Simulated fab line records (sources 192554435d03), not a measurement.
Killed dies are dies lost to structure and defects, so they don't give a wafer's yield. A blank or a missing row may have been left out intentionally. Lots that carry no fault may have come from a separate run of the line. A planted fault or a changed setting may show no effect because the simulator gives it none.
fab line records -- flow n5Finfet
[record] lots = 8, wafers = 24, lastDay = 17
route steps=1938 shown BEOL_M4@1111 BEOL_M12@1635 BEOL_M13@1659 PASSIVATION@1936
lots that met no fault: from a run of the same line without faults
startH: the number of hours between the record's first day and the start of the first shown wafer of the lot -- waitH: how many hours have passed since the lot's step before this one -- " as in the row above -- L1.1+2: a row that stands for several wafers -- - no value, or no start given -- * or withheld: withheld -- < > ~ a bound
route shown NAME@n: NAME is a module with steps in the file, n the number in the route of the first one -- usual: mean/standard deviation taken from wafers without a fault -- same: alike in all rows -- chamber/n: place in a boat -- sites: the reading at each site -- _std_site: the standard deviation of these -- _edge_site: inner sites' mean taken away from outer sites' mean -- radiusMm: for every site, how far away it sits from the centre of the wafer -- mask NAME#n: copy n -- behind: the last tool/chamber to shape the wafer -- hold: what put the lot on hold/how long, in hours/how the hold closed -- device: the transistor (n, p or np) that didn't switch -- end of line: tests run on the same wafers once the route is complete -- step lacking rows: just its recipe -- killed: not the wafer's yield, but the dies lost to structure and defects at the first sort -- map: per-die view of a wafer (x killed, . not killed, _ where there is no die)
set.NAME: the run value of the setting; set.NAME@STEP: its run value at that earlier step -- model.NAME: the simulator's own value behind a step, which no gauge read
steps of the route over a sample of lots; a table a step, a row a wafer
services: the hour from which a tool's chamber was out of use, counted from the record's first day as startH (under 0 if before that day), plus the number of hours and why
[[steps]]
[step N5_BEOL_M4_RC_MEAS_101]
[usual] DIBL_N = 37.5/1.9, DIBL_P = 37.3/2.4, IOFF_N = 0.18/0.038, IOFF_P = 0.23/0.045, ION_N = 677/11, ION_P = 464/8.1, SS_N = 72.0/0.68, SS_P = 73.5/0.77, VT_N = 249/3.3, VT_P = -249/3.6
lot.wafer,tool,chamber,startH,waitH,DIBL_N[mV/V],DIBL_P[mV/V],IOFF_N[nA/um],IOFF_P[nA/um],ION_N[uA/um],ION_P[uA/um],SS_N[mV/dec],SS_P[mV/dec],VT_N[mV],VT_P[mV]
L149.1,prober-01,0,185.26,0.0,36.2,38.4,0.18,0.24,671,468,72.0,73.2,251,-247
L149.2,prober-01,0,185.26,0.0,34.6,33.9,0.15,0.17,667,461,72.0,72.3,252,-251
L149.5,prober-01,0,185.26,0.0,33.8,35.0,0.13,0.18,657,457,71.6,72.8,252,-252
L154.3,prober-01,0,219.90,0.3,39.1,39.1,0.18,0.25,665,463,73.1,74.1,252,-249
L154.5,prober-01,0,219.90,0.3,37.8,36.6,0.16,0.22,665,460,72.4,73.1,255,-247
L154.6,prober-01,0,219.90,0.3,36.3,35.3,0.14,0.19,666,456,71.7,72.8,255,-252
L155.3,prober-02,0,222.27,0.3,37.2,37.5,0.18,0.25,673,469,71.4,73.7,250,-247
L155.4,prober-02,0,222.27,0.3,37.7,37.4,0.19,0.24,674,467,72.3,74.2,252,-247
L155.6,prober-02,0,222.27,0.3,37.5,37.3,0.17,0.23,669,461,71.2,74.2,249,-249
L165.4,prober-02,0,283.53,0.5,36.3,36.1,0.15,0.20,689,471,71.4,72.4,249,-251
L165.5,prober-02,0,283.53,0.5,37.6,37.0,0.17,0.21,677,458,71.7,72.8,248,-250
L165.6,prober-02,0,283.53,0.5,38.5,37.8,0.17,0.21,669,457,72.2,73.7,253,-252
L164.1,prober-02,0,290.96,0.0,40.4,40.5,0.23,0.27,687,463,72.3,74.8,244,-250
L164.3,prober-02,0,290.96,0.0,34.6,33.0,0.11,0.16,658,459,71.4,72.1,257,-255
L164.4,prober-02,0,290.96,0.0,39.7,38.5,0.23,0.24,690,463,72.9,74.0,244,-246
L166.1,prober-02,0,293.19,0.0,38.6,39.3,0.18,0.24,681,464,71.8,74.7,247,-250
L166.4,prober-02,0,293.19,0.0,39.7,40.5,0.23,0.26,683,463,72.4,74.5,244,-249
L166.6,prober-02,0,293.19,0.0,40.7,41.6,0.23,0.27,692,470,72.7,74.2,245,-249
L168.2,prober-02,0,300.38,0.2,38.9,38.9,0.22,0.25,682,458,72.6,73.9,248,-249
L168.4,prober-02,0,300.38,0.2,36.0,36.7,0.15,0.21,675,466,71.9,72.7,249,-248
L168.5,prober-02,0,300.38,0.2,34.5,36.0,0.13,0.20,664,462,71.6,73.4,253,-250
L169.2,prober-02,0,307.99,0.2,41.6,42.9,0.28,0.37,705,480,72.5,75.0,243,-242
L169.5,prober-02,0,307.99,0.2,37.2,36.3,0.17,0.24,670,462,71.4,73.9,249,-245
L169.6,prober-02,0,307.99,0.2,38.0,37.6,0.17,0.23,670,462,72.1,73.2,251,-251
[step N5_BEOL_M12_DESCUM_33]
[recipe] chemistry = O2, timeS = 7.9, sourcePowerW = 50, biasPowerW = 20, pressureMtorr = 20, rfFrequencyHz = 2.712e+07, tempC = 40, o2FlowSccm = 225
[usual] drypumpMotorCurrentA = 6.0/0.39, oesProductAu = 0.79/0.094, rfVppV = 243.2/1.3, showerheadPlenumPTorr = 2.10/0.071, throttleValvePct = 20.45/0.21
lot.wafer,tool,chamber,startH,waitH,drypumpMotorCurrentA,oesProductAu,rfHoursCounterH,rfVppV,showerheadPlenumPTorr,throttleValvePct
L149.1,rieDiel-06,1,252.07,0.1,6.6,0.91,32,245.2,2.12,20.05
L149.2,rieDiel-06,0,252.07,0.1,6.1,0.84,54,245.5,2.22,20.59
L149.5,rieDiel-06,0,252.07,0.1,6.0,0.84,-,245.7,2.22,20.59
L155.3,rieDiel-03,2,278.85,0.0,5.8,0.86,44,243.3,2.15,20.69
L155.4,rieDiel-03,3,278.85,0.0,5.9,0.72,224,243.9,2.06,20.66
L155.6,rieDiel-03,1,278.85,0.0,5.5,0.67,-,243.0,2.17,20.45
L154.3,rieDiel-03,1,285.08,0.0,5.5,0.68,222,243.7,2.17,20.46
L154.5,rieDiel-03,1,285.08,0.0,5.5,0.68,-,244.4,2.17,20.45
L154.6,rieDiel-03,2,285.08,0.0,5.8,0.86,-,242.6,2.15,20.69
L165.4,rieDiel-06,2,344.39,0.4,5.9,0.88,49,241.6,2.06,20.50
L165.5,rieDiel-06,0,344.39,0.4,6.1,0.80,-,244.6,2.21,20.65
L165.6,rieDiel-06,1,344.39,0.4,6.7,0.87,-,242.8,2.11,20.08
L166.1,rieDiel-06,0,351.46,0.2,6.0,0.79,89,245.6,2.21,20.66
L166.4,rieDiel-06,3,351.46,0.2,5.5,0.68,245,242.0,2.05,20.59
L166.6,rieDiel-06,0,351.46,0.2,6.0,0.78,-,245.3,2.21,20.67
L164.1,rieDiel-04,0,353.57,0.0,6.0,0.67,257,240.7,1.96,20.32
L164.3,rieDiel-04,2,353.57,0.0,5.6,0.76,126,242.6,2.03,20.48
L164.4,rieDiel-04,1,353.57,0.0,6.6,0.98,-,242.6,2.14,20.15
L168.2,rieDiel-03,0,362.58,0.0,6.5,0.81,97,245.2,2.10,20.71
L168.4,rieDiel-03,1,362.58,0.0,5.5,0.67,-,244.9,2.16,20.49
L168.5,rieDiel-03,0,362.58,0.0,6.5,0.82,-,243.5,2.10,20.73
L169.2,rieDiel-04,1,367.45,0.2,6.6,0.96,8,244.1,2.13,20.17
L169.5,rieDiel-04,2,367.45,0.2,5.5,0.77,-,241.6,2.03,20.49
L169.6,rieDiel-04,1,367.45,0.2,6.6,0.95,-,244.7,2.13,20.18
[step N5_BEOL_M12_ETCH_67]
[recipe] chemistry = CF4, target = SiARC, targetDepthA = 1430, timeS = 238.3, ionEnergyEv = 80, pressureMtorr = 40, sourceW = 545, biasW = 36, Ar_flow_sccm = 100, cf4FlowSccm = 100, ends = cleared
[usual] drypumpMotorCurrentA = 6.0/0.39, etchRfOnTimeS = 242/6.7, oesProductAu = 0.67/0.079, rfVppV = 184.1/1.1, showerheadPlenumPTorr = 2.14/0.067, throttleValvePct = 15.57/0.2
lot.wafer,tool,chamber,startH,waitH,drypumpMotorCurrentA,etchRfOnTimeS,oesProductAu,rfHoursCounterH,rfVppV,showerheadPlenumPTorr,throttleValvePct
L149.1,rieDiel-06,1,252.11,0.0,6.6,242,0.77,32,185.4,2.19,15.33
L149.2,rieDiel-06,0,252.11,0.0,6.0,236,0.73,54,185.1,2.25,15.62
L149.5,rieDiel-06,0,252.11,0.0,6.0,236,0.72,-,184.4,2.25,15.60
L155.3,rieDiel-03,2,278.88,0.0,5.8,241,0.73,45,184.7,2.18,15.64
L155.4,rieDiel-03,3,278.88,0.0,5.9,236,0.61,224,183.0,2.10,15.82
L155.6,rieDiel-03,1,278.88,0.0,5.5,252,0.57,-,186.9,2.21,15.62
L154.3,rieDiel-03,1,285.11,0.0,5.5,252,0.57,222,184.8,2.21,15.60
L154.5,rieDiel-03,1,285.11,0.0,5.5,252,0.57,-,184.9,2.21,15.62
L154.6,rieDiel-03,2,285.11,0.0,5.8,240,0.73,-,184.2,2.18,15.65
L165.4,rieDiel-06,2,344.43,0.0,6.0,234,0.74,49,182.1,2.09,15.45
L165.5,rieDiel-06,0,344.43,0.0,6.1,235,0.68,-,186.0,2.24,15.71
L165.6,rieDiel-06,1,344.43,0.0,6.6,236,0.73,-,185.5,2.17,15.41
L166.1,rieDiel-06,0,351.49,0.0,6.0,239,0.68,89,183.6,2.24,15.71
L166.4,rieDiel-06,3,351.49,0.0,5.5,229,0.61,245,183.1,2.11,15.78
L166.6,rieDiel-06,0,351.49,0.0,6.1,239,0.68,-,186.5,2.24,15.69
L164.1,rieDiel-04,0,353.61,0.0,5.9,250,0.57,257,182.0,2.02,15.59
L164.3,rieDiel-04,2,353.61,0.0,5.5,236,0.65,126,183.4,2.05,15.45
L164.4,rieDiel-04,1,353.61,0.0,6.6,255,0.81,-,185.9,2.17,15.26
L168.2,rieDiel-03,0,362.61,0.0,6.5,242,0.68,97,186.4,2.16,15.85
L168.4,rieDiel-03,1,362.61,0.0,5.5,248,0.56,-,183.7,2.21,15.68
L168.5,rieDiel-03,0,362.61,0.0,6.5,241,0.68,-,184.6,2.16,15.83
L169.2,rieDiel-04,1,367.48,0.0,6.6,249,0.79,8,183.6,2.17,15.29
L169.5,rieDiel-04,2,367.48,0.0,5.5,233,0.65,-,182.7,2.05,15.47
L169.6,rieDiel-04,1,367.48,0.0,6.6,250,0.79,-,184.8,2.17,15.28
[step N5_BEOL_M12_SPUTTER_43]
[recipe] material = TaN, targetThkA = 150, tempC = 50, biasV = 168.6, powerW = 15000, chamberPressurePa = 0.12, timeS = 24.19
[usual] throttleValvePct = 29.9/0.99
lot.wafer,tool,chamber,startH,waitH,throttleValvePct
L149.1,pvdSputter-02,-,254.22,0.0,30.6
L149.2,pvdSputter-02,-,254.22,0.0,30.6
L149.5,pvdSputter-02,-,254.22,0.0,30.2
L155.3,pvdSputter-01,-,279.77,0.0,27.6
L155.4,pvdSputter-01,-,279.77,0.0,30.5
L155.6,pvdSputter-01,-,279.77,0.0,30.7
L154.3,pvdSputter-01,-,290.00,0.0,30.5
L154.5,pvdSputter-01,-,290.00,0.0,29.9
L154.6,pvdSputter-01,-,290.00,0.0,30.6
L165.4,pvdSputter-02,-,346.38,0.0,30.4
L165.5,pvdSputter-02,-,346.38,0.0,30.3
L165.6,pvdSputter-02,-,346.38,0.0,30.3
L166.1,pvdSputter-01,-,355.89,0.0,27.9
L166.4,pvdSputter-01,-,355.89,0.0,29.9
L166.6,pvdSputter-01,-,355.89,0.0,30.6
L164.1,pvdSputter-03,-,357.57,0.0,29.4
L164.3,pvdSputter-03,-,357.57,0.0,31.2
L164.4,pvdSputter-03,-,357.57,0.0,28.8
L168.2,pvdSputter-03,-,365.32,0.0,28.5
L168.4,pvdSputter-03,-,365.32,0.0,30.0
L168.5,pvdSputter-03,-,365.32,0.0,30.1
L169.2,pvdSputter-01,-,368.90,0.0,30.5
L169.5,pvdSputter-01,-,368.90,0.0,27.8
L169.6,pvdSputter-01,-,368.90,0.0,30.6
[step N5_BEOL_M13_ILD_DEP_00]
[recipe] material = SiOC, targetThkA = 8379.2, tempC = 350, precursor = DEMS/O2, pressureTorr = 5, rfW = 500, timeS = 166.4
[usual] heaterPowerOuterW = 236/35, heaterPowerW = 453/48, runLengthS = 211.0/0.5, showerheadPlenumPTorr = 5.691/0.017, throttleValvePct = 11.6/0.37
lot.wafer,tool,chamber,startH,waitH,heaterPowerOuterW,heaterPowerW,runLengthS,showerheadPlenumPTorr,throttleValvePct
L149.1,pecvd-03,2,255.87,0.0,303,557,211.0,5.697,11.9
L149.2,pecvd-03,0,255.87,0.0,191,383,210.9,5.707,11.4
L149.5,pecvd-03,1,255.87,0.0,230,430,211.2,5.691,10.8
L155.3,pecvd-03,0,280.97,0.0,219,423,211.0,5.723,11.5
L155.4,pecvd-03,1,280.97,0.0,257,462,211.3,5.680,11.4
L155.6,pecvd-03,0,280.97,0.0,235,442,106.6,5.715,11.3
L154.3,pecvd-03,0,291.21,0.0,200,390,211.3,5.728,11.3
L154.5,pecvd-03,0,291.21,0.0,219,410,211.4,5.706,11.4
L154.6,pecvd-03,1,291.21,0.0,268,469,106.4,5.665,11.4
L165.4,pecvd-01,0,347.69,0.1,248,455,210.7,5.675,11.7
L165.5,pecvd-01,2,347.69,0.1,220,485,210.0,5.685,11.2
L165.6,pecvd-01,1,347.69,0.1,251,526,210.4,5.696,11.8
L166.1,pecvd-03,1,357.35,0.0,242,452,210.6,5.671,11.1
L166.4,pecvd-03,0,357.35,0.0,170,343,211.3,5.721,11.8
L166.6,pecvd-03,1,357.35,0.0,195,380,211.4,5.680,11.4
L164.1,pecvd-03,0,358.77,0.0,177,366,211.0,5.733,11.2
L164.3,pecvd-03,1,358.77,0.0,248,446,210.7,5.666,11.3
L164.4,pecvd-03,0,358.77,0.0,207,403,211.1,5.723,11.3
L168.2,pecvd-03,0,366.58,0.0,177,360,211.2,5.715,11.2
L168.4,pecvd-03,2,366.58,0.0,272,510,211.4,5.682,12.5
L168.5,pecvd-03,1,366.58,0.0,189,381,210.7,5.673,11.5
L169.2,pecvd-01,2,370.17,0.0,222,494,209.7,5.702,11.3
L169.5,pecvd-01,2,370.17,0.0,243,505,209.7,5.687,11.3
L169.6,pecvd-01,1,370.17,0.0,185,418,210.8,5.701,11.9
[step N5_BEOL_M13_THK_MEAS_01]
[recipe] reads = SiOC_of_BEOL_M13_ILD_DEP_00
[usual] M13_ILD_THK = 837/13
lot.wafer,tool,chamber,startH,waitH,M13_ILD_THK[nm]
L149.1,filmMetro-02,-,256.02,0.1,833
L149.2,filmMetro-02,-,256.02,0.1,817
L149.5,filmMetro-02,-,256.02,0.1,850
L155.3,filmMetro-02,-,281.12,0.1,827
L155.4,filmMetro-02,-,281.12,0.1,856
L155.6,filmMetro-02,-,281.12,0.1,316
L154.3,filmMetro-01,-,291.37,0.1,823
L154.5,filmMetro-01,-,291.37,0.1,834
L154.6,filmMetro-01,-,291.37,0.1,311
L165.4,filmMetro-02,-,347.78,0.0,843
L165.5,filmMetro-02,-,347.78,0.0,859
L165.6,filmMetro-02,-,347.78,0.0,839
L166.1,filmMetro-02,-,357.56,0.2,829
L166.4,filmMetro-02,-,357.56,0.2,828
L166.6,filmMetro-02,-,357.56,0.2,848
L164.1,filmMetro-02,-,358.92,0.1,808
L164.3,filmMetro-02,-,358.92,0.1,826
L164.4,filmMetro-02,-,358.92,0.1,820
L168.2,filmMetro-01,-,366.73,0.1,830
L168.4,filmMetro-01,-,366.73,0.1,835
L168.5,filmMetro-01,-,366.73,0.1,854
L169.2,filmMetro-01,-,370.32,0.1,855
L169.5,filmMetro-01,-,370.32,0.1,862
L169.6,filmMetro-01,-,370.32,0.1,853
[step N5_BEOL_M13_STRIP_63]
[recipe] chemistry = N2/H2, powerW = 1000, tempC = 250, h2Frac = 0.65, overashFraction = 0.3, pressureMtorr = 1000, n2FlowSccm = 1750, h2FlowSccm = 3250
[usual] drypumpMotorCurrentA = 5.47/0.21, heaterPowerW = 312/16, oesProductAu = 0.673/0.0053, stripTimeToEndpointS = 27.8/1.4
lot.wafer,tool,chamber,startH,waitH,drypumpMotorCurrentA,heaterPowerW,oesProductAu,rfHoursCounterH,stripTimeToEndpointS
L149.1,plasmaAsher-02,1,256.73,-,5.61,324,0.679,124,28.8
L149.2,plasmaAsher-02,0,256.73,-,5.18,329,0.675,124,29.2
L149.5,plasmaAsher-02,1,256.73,-,5.61,313,0.669,-,26.9
L155.3,plasmaAsher-01,1,281.88,-,5.50,304,0.672,-,28.2
L155.4,plasmaAsher-01,0,281.88,-,5.65,285,0.668,-,26.1
L155.6,plasmaAsher-01,1,281.88,-,5.49,307,0.829,-,68.6
L154.3,plasmaAsher-02,0,292.10,-,5.19,330,0.680,-,29.3
L154.5,plasmaAsher-02,0,292.10,-,5.18,328,0.680,-,27.7
L154.6,plasmaAsher-02,1,292.10,-,5.62,321,0.838,-,68.1
L165.4,plasmaAsher-01,1,348.64,-,5.49,303,0.669,-,27.4
L165.5,plasmaAsher-01,1,348.64,-,5.51,303,0.672,-,26.8
L165.6,plasmaAsher-01,0,348.64,-,5.65,286,0.670,-,26.6
L166.1,plasmaAsher-01,1,358.74,-,5.49,310,0.670,92,28.3
L166.4,plasmaAsher-01,0,358.74,-,5.65,288,0.677,-,29.4
L166.6,plasmaAsher-01,0,358.74,-,5.66,287,0.667,-,27.4
L164.1,plasmaAsher-02,0,360.22,-,5.15,329,0.679,143,31.0
L164.3,plasmaAsher-02,1,360.22,-,5.61,325,0.678,-,28.1
L164.4,plasmaAsher-02,0,360.22,-,5.18,336,0.673,-,28.6
L168.2,plasmaAsher-02,0,367.44,-,5.15,314,0.684,146,27.2
L168.4,plasmaAsher-02,1,367.44,-,5.62,325,0.669,-,27.2
L168.5,plasmaAsher-02,1,367.44,-,5.62,321,0.669,-,26.5
L169.2,plasmaAsher-01,0,371.16,-,5.66,285,0.670,94,26.8
L169.5,plasmaAsher-01,1,371.16,-,5.50,308,0.674,-,24.4
L169.6,plasmaAsher-01,0,371.16,-,5.64,282,0.672,-,27.1
[step N5_PASSIVATION_PROBE_49]
[usual] defectLimitedYield = 91.2/1.5, killed_at_M0_to_M3 = 31/10, killed_at_M4_up = 15/5.9, killedAtContacts = 13/6, killedAtFrontEnd = 41/11, killedAtOther = 4/3.1, killedDies = 104/18, killedOnRim = 14/4.1, killedOpen = 68/13, killedShort = 33/8.1, sort_bin_4_leakage = 0.00/0.03, sort_bin_5_function = 5.1/1.1, sort_bin_6_memory = 3.2/0.69, sort_bin_8_speed = 0.01/0.045, sortNPass = 1076/18
[same] grossDies = 1180, killedAtBackSide = 0
lot.wafer,tool,chamber,startH,waitH,defectLimitedYield[%],killed_at_M0_to_M3,killed_at_M4_up,killedAtContacts,killedAtFrontEnd,killedAtOther,killedDies,killedOnRim,killedOpen,killedShort,sort_bin_4_leakage[%],sort_bin_5_function[%],sort_bin_6_memory[%],sort_bin_8_speed[%],sortNPass
L155.3,prober-02,-,310.64,0.1,90.2,43,15,14,40,4,116,13,76,40,0,5.9,3.6,0,1064
L155.4,prober-02,-,310.69,0.2,93.7,36,5,6,25,2,74,10,51,22,0,2.7,3.4,0,1106
L155.6,prober-02,-,310.79,0.3,0,31,1091,14,42,2,1180,152,72,38,0,5.5,3.4,0,0
L154.3,prober-02,-,324.48,0.1,89.9,31,10,30,45,3,119,14,75,39,0,5.9,3.4,0.34,1061
L154.5,prober-02,-,324.58,0.2,93.3,23,9,11,32,4,79,11,54,23,0,3.2,3.1,0,1101
L154.6,prober-02,-,324.63,0.3,0,21,1108,10,37,4,1180,152,59,27,0,4.7,2.9,0,0
L166.1,prober-01,-,389.96,0.0,93.6,28,12,7,29,0,76,11,46,25,0,3.7,2.5,0,1104
L166.4,prober-01,-,390.11,0.2,90.8,33,15,6,54,0,108,15,70,34,0,5.0,3.8,0,1072
L166.6,prober-01,-,390.21,0.3,91.4,49,12,6,32,3,102,12,70,30,0,5.7,2.6,0,1078
L164.1,prober-02,-,394.70,0.0,90.6,27,22,9,50,3,111,20,76,35,0,5.8,3.2,0,1069
L164.3,prober-02,-,394.80,0.1,91.1,16,17,12,54,6,105,17,62,38,0,4.7,3.2,0,1075
L164.4,prober-02,-,394.85,0.2,90.3,23,31,11,44,6,115,18,78,37,0,5.7,3.8,0,1065
// killed by level:class
L155.3 FIN_SAQP:geometricParticle:open=13 BEOL_M0_SAQP:geometricParticle:open=13 MOL_CONTACT_COAG:geometricParticle:open=11 BEOL_M0_SAQP:geometricParticle:short=9 BEOL_M3:geometricParticle:open=8 FIN_SAQP:geometricParticle:short=6 BEOL_M4:geometricParticle:open=6 BEOL_M3:geometricParticle:short=5
L155.4 BEOL_M3:geometricParticle:open=16 BEOL_M0_SAQP:geometricParticle:open=6 FIN_SAQP:geometricParticle:open=5 STI_FIN_REVEAL:geometricParticle:open=4 GATE_CUT:geometricParticle:short=4 MOL_CONTACT_COAG:geometricParticle:open=4 BEOL_M1:geometricParticle:open=4 BEOL_M4:geometricParticle:open=4
L155.6 BEOL_M13:areaDep=1070 FIN_SAQP:geometricParticle:open=16 FIN_SAQP:geometricParticle:short=11 MOL_CONTACT_COAG:geometricParticle:open=10 BEOL_M3:geometricParticle:open=10 BEOL_M4:geometricParticle:open=7 BEOL_M0_SAQP:geometricParticle:short=5 MOL_CONTACT_COAG:geometricParticle:short=4
L154.3 MOL_CONTACT_COAG:geometricParticle:open=23 FIN_SAQP:geometricParticle:open=13 FIN_SAQP:geometricParticle:short=8 MOL_CONTACT_COAG:geometricParticle:short=7 BEOL_M0_SAQP:geometricParticle:open=7 BEOL_M4:geometricParticle:open=5 STARTING-WAFER:geometricParticle:short=5 DUMMY_GATE:geometricParticle:short=4
L154.5 FIN_SAQP:geometricParticle:short=9 BEOL_M3:geometricParticle:open=9 MOL_CONTACT_COAG:geometricParticle:open=9 FIN_SAQP:geometricParticle:open=8 BEOL_M2:geometricParticle:open=5 BEOL_M8:geometricParticle:open=4 DUMMY_GATE:geometricParticle:open=3 GATE_CUT:geometricParticle:short=3
L154.6 BEOL_M13:areaDep=1090 FIN_SAQP:geometricParticle:open=12 MOL_CONTACT_COAG:geometricParticle:open=7 DUMMY_GATE:geometricParticle:open=6 BEOL_M3:geometricParticle:open=6 FIN_SAQP:geometricParticle:short=4 BEOL_M1:geometricParticle:short=4 MOL_CONTACT_COAG:geometricParticle:short=3
L166.1 BEOL_M1:geometricParticle:open=9 STI_FIN_REVEAL:geometricParticle:open=5 MOL_CONTACT_COAG:geometricParticle:open=5 BEOL_M0_SAQP:geometricParticle:open=5 GATE_CUT:geometricParticle:short=4 BEOL_M0_SAQP:geometricParticle:short=4 STARTING-WAFER:geometricParticle:short=4 SPACER0:geometricParticle:open=3
L166.4 FIN_SAQP:geometricParticle:open=16 GATE_CUT:geometricParticle:short=11 GATE_CUT:geometricParticle:open=7 MOL_CONTACT_COAG:geometricParticle:open=6 BEOL_M0_SAQP:geometricParticle:open=5 BEOL_M1:geometricParticle:open=5 BEOL_M2:geometricParticle:open=5 BEOL_M3:geometricParticle:open=5
L166.6 BEOL_M0_SAQP:geometricParticle:open=17 BEOL_M0_SAQP:geometricParticle:short=8 GATE_CUT:geometricParticle:open=7 FIN_SAQP:geometricParticle:open=6 GATE_CUT:geometricParticle:short=5 MOL_CONTACT_COAG:geometricParticle:open=5 BEOL_M0:geometricParticle:open=4 BEOL_M1:geometricParticle:open=4
L164.1 FIN_SAQP:geometricParticle:open=15 BEOL_M4:geometricParticle:open=12 FIN_SAQP:geometricParticle:short=9 MOL_CONTACT_COAG:geometricParticle:open=9 STI_FIN_REVEAL:geometricParticle:open=7 BEOL_M2:geometricParticle:open=7 BEOL_M0_SAQP:geometricParticle:short=7 GATE_CUT:geometricParticle:open=5
L164.3 FIN_SAQP:geometricParticle:open=16 FIN_SAQP:geometricParticle:short=9 MOL_CONTACT_COAG:geometricParticle:open=9 STI_FIN_REVEAL:geometricParticle:open=7 BEOL_M3:geometricParticle:open=7 BEOL_M4:geometricParticle:open=6 STARTING-WAFER:geometricParticle:short=5 HKMG_FIN:areaEtch=5
L164.4 BEOL_M4:geometricParticle:open=19 FIN_SAQP:geometricParticle:open=18 MOL_CONTACT_COAG:geometricParticle:open=8 FIN_SAQP:geometricParticle:short=7 BEOL_M2:geometricParticle:open=6 GATE_CUT:geometricParticle:short=4 BEOL_M0_SAQP:geometricParticle:open=4 BEOL_M4:geometricParticle:short=4
[[services]]
tool,chamber,startH,hours,kind
pecvd-03,-,246.54,6.0,pm
rieDiel-04,3,261.32,-,clean
rieDiel-04,3,261.32,-,consumableReplace:focusRing
rieDiel-04,3,261.32,18.6,scheduledDown
rieDiel-04,3,261.32,18.6,ventCycle
pecvd-01,0,264.28,6.5,repair
rieDiel-04,-,273.17,0.6,repair
plasmaAsher-01,-,292.34,1.9,repair
rieDiel-04,1,300.68,13.4,repair
pecvd-03,1,303.83,6.1,repair
rieDiel-03,-,309.50,4.3,pm
plasmaAsher-01,-,315.45,2.8,pm
rieDiel-04,0,318.84,5.6,repair
rieDiel-06,3,325.95,5.6,repair
rieDiel-04,1,335.80,-,clean
plasmaAsher-02,-,348.35,4.3,pm
pecvd-03,2,349.25,8.5,repair
rieDiel-03,3,352.70,-,clean
rieDiel-03,3,352.70,-,consumableReplace:focusRing
rieDiel-03,3,352.70,27.8,scheduledDown
rieDiel-03,3,352.70,27.8,ventCycle
pvdSputter-03,-,352.72,1.3,repair
rieDiel-06,3,365.82,-,clean
rieDiel-06,3,365.82,-,consumableReplace:focusRing
[[key]]
[firstSign] step = N5_BEOL_M13_ILD_DEP_00, reading = runLengthS, direction = down, sigmas = 99+, usual = *, struck = *
[effect] step = N5_BEOL_M13_THK_MEAS_01, reading = M13_ILD_THK, direction = down, sigmas = 40, usual = 837, struck = 314
[effect] step = N5_BEOL_M13_STRIP_63, reading = oesProductAu, direction = up, sigmas = 30, usual = 0.673, struck = 0.833
[effect] step = N5_PASSIVATION_PROBE_49, reading = killed_at_M4_up, direction = up, sigmas = 99+, usual = 15, struck = 1100
[moreKillsBornAt] N5_BEOL_M13_ILD_DEP_00@pecvd-03 = 2160
metAt N5_BEOL_M13_ILD_DEP_00
struckLots L154,L155
struckWafers L154.6,L155.6
laterRowsLeftOut L154.6,L155.6
notActingAt N5_BEOL_M12_DESCUM_33,N5_BEOL_M12_ETCH_67,N5_BEOL_M12_SPUTTER_43
onsetBetween 255.87 280.97
[fault] kind = processParameterDrift, tool = pecvd-03, chamber = -, onsetH = 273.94, steps = N5_BEOL_M13_ILD_DEP_00, channel = timeS, offset = *, shape = step, endH = 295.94, scope = struckWafersOnly, actsIn = *, stated = *
// laterRowsLeftOut: the simulator's readings of these wafers behind a module that went badly wrong aren't trusted and aren't shown, but for the sort
